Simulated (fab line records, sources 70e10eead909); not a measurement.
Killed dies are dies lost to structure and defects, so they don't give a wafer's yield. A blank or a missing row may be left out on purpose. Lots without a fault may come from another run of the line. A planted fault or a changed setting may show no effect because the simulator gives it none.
Chamber matching | flow nand_harc | NHARC_P_GATE_DEP_103 on pecvd-02: 3 sister chambers
The step deposits SiON, target thk 30 nm. 14 wafers are shown with their chamber, then 7 later ones without.

WAFERS WITH THEIR CHAMBER
wafer  | chamber | heater_power_w (W)
L864.2 | 2       | 728
L864.3 | 1       | 767
L864.4 | 1       | 752
L870.2 | 2       | 779
L870.4 | 0       | 699
L870.5 | 2       | 765
L871.1 | 1       | 733
L871.2 | 2       | 721
L871.4 | 1       | 750
L872.1 | 0       | 586
L872.4 | 2       | 780
L872.6 | 1       | 776
L882.1 | 1       | 776
L882.3 | 2       | 795

SIGNATURES (means of the wafers above)
reading        | chamber 0 | chamber 1 | chamber 2 | scatter within a chamber
heater_power_w | 642.50    | 759.00    | 761.33    | 33.5
Rule: a wafer's distance from a chamber is the root of the sum, over the readings, of the square of ((its reading less the chamber's mean) divided by the reading's scatter). The wafer belongs to the nearest chamber; if the next one is less than 2 further off, it can't be placed. The scatter: the root of (the sum of the squares of (reading less its chamber's mean) over the shown wafers, divided by (wafers less chambers)).

WAFERS WITHOUT THEIR CHAMBER
wafer  | heater_power_w (W)
L882.6 | 798
L884.1 | 690
L884.4 | 829
L884.6 | 701
L885.3 | 775
L885.4 | 705
L885.6 | 773

WHICH CHAMBER EACH WENT THROUGH
wafer  | from the rows above          | in truth
L882.6 | can't be placed: 2 or 1      | 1
L884.1 | can't be placed: 0 or 1 or 2 | 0
L884.4 | can't be placed: 2 or 1      | 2
L884.6 | can't be placed: 1 or 0 or 2 | 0
L885.3 | can't be placed: 2 or 1      | 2
L885.4 | can't be placed: 1 or 2 or 0 | 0
L885.6 | can't be placed: 2 or 1      | 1
Placed correctly: 0 of 7. Can't be placed from these rows: 7 (the true chamber is among the candidates in 7). Placed wrongly: 0.
